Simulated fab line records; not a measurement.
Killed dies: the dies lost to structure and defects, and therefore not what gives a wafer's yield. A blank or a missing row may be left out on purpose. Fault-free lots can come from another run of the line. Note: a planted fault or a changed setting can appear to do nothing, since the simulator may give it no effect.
Struck lot and sound lot, side by side / flow nandHarc / 18 steps out of a route of 1159
Sound: wafers L476.1, L476.2, L476.3. Struck: wafers L478.1, L478.2, L478.4. The cause comes at the end.
Each step with rows lists, per side, the tool, then ch with its chambers, then its first start. Under that, the readings that differ: sound wafers / struck wafers / difference of the means / sigmas: that difference in standard deviations of wafers without a fault.
alike: words and numbers the same on both sides, and readings whose means are apart by under 2 such deviations; not compared: readings that were withheld, readings missing a value for some wafer, numbers with overlapping values and no deviation given by the record, and bounds like >300 which may hide the same value.
Wherever a step has rows on one side only, a row that says differs or no value, or a row with sigmas, the two part there. Non-overlapping numbers with no deviation appear without sigmas and do not part them. A reading that every wafer of one side lacks parts them only if that side has two wafers or more.

NHARC_P_GATE_ALD_36: deposits SiNx, target thk 20 nm, pulse time 60 s, ald cycles 223.
  sound on aldSin-02 ch 0,2,3, day 4 23:07; struck on aldSin-01 ch 1,2,3, day 5 11:13
  alike: heaterPowerW, precursorPulseHeightRel
NHARC_P_GATE_ETCHBACK_37: etches the open film in CHF3/O2, target depth 34.5 nm, time 17.2 s.
  sound on rieDiel-03 ch 0,1,2; struck on rieDiel-03 ch 1,2,3
reading=rfHoursCounterH (h); sound=11 11 11; struck=15 14 15; difference=+4; sigmas=
  alike: drypumpMotorCurrentA, mfcArSccm, oesProductAu, rfVppV, showerheadPlenumPTorr, throttleValvePct
NHARC_P_GATE_STRIP_101: strips in O2, time 20 s.
  sound on rieDiel-03 ch 0,1,2, day 5 08:43; struck on rieDiel-03 ch 0,2,3, day 5 19:43
reading=rfHoursCounterH (h); sound=11 11 11; struck=14 15 15; difference=+4; sigmas=
  alike: drypumpMotorCurrentA, mfcArSccm, oesProductAu, rfVppV, showerheadPlenumPTorr, throttleValvePct
then, 9 steps without rows for these wafers: NHARC_P_GATE_PRECLEAN_97 (cleans in SPM, time 600 s); NHARC_P_GATE_SRD_98; NHARC_P_GATE_PRECLEAN_99 (cleans in SC1); NHARC_P_GATE_SRD_100; NHARC_P_GATE_DEHYDRATE_38 (time 120 s); NHARC_P_GATE_HMDS_39 (time 30 s); NHARC_P_GATE_COAT_40; NHARC_P_GATE_SOFTBAKE_41 (time 95 s); NHARC_P_GATE_EBR_42.
NHARC_P_GATE_EXPOSE_43: exposes mask P NSD, target cd 720 nm.
  sound on krfScanner-04 ch 0, day 5 09:20; struck on krfScanner-03 ch 0, day 5 20:29
reading=mask; sound=P_NSD#0 P_NSD#0 P_NSD#0; struck=P_HVPW#0 P_HVPW#0 P_HVPW#0; difference=differs; sigmas=
reading=reticleTempC (C); sound=22.90 22.74 22.91; struck=23.13 23.20 23.18; difference=+0.32; sigmas=+3
then, 2 steps without rows for these wafers: NHARC_P_GATE_PEB_44 (peb time 85 s); NHARC_P_GATE_DEVELOP_45 (time 70 s).
NHARC_P_GATE_CD_MEAS_46: the cd target is 720 nm.
  sound on cdSem-03 ch 0, day 5 09:30; struck on cdSem-01 ch 0, day 5 20:38
reading=cdNm (nm); sound=719.7 719.3 717.7; struck=- - -; difference=no value on the struck wafers; sigmas=
then, 1 step without rows for these wafers: NHARC_P_GATE_HARDBAKE_47 (time 80 s).
-- the record jumps here: 15 days lie between the struck wafers' starts before and after (it left off in module P_GATE and takes up again in module END, whose first step shown is number 1159 of the route) --
NHARC_END_SORT_01:
  at this point the record logs the struck wafers (prober-02 ch 0, day 20 12:25) and has no rows for the sound ones

WHERE THEY PART
Last at NHARC_END_SORT_01 as far as this record goes, first at NHARC_P_GATE_EXPOSE_43.

WHY: the cause the simulator had injected
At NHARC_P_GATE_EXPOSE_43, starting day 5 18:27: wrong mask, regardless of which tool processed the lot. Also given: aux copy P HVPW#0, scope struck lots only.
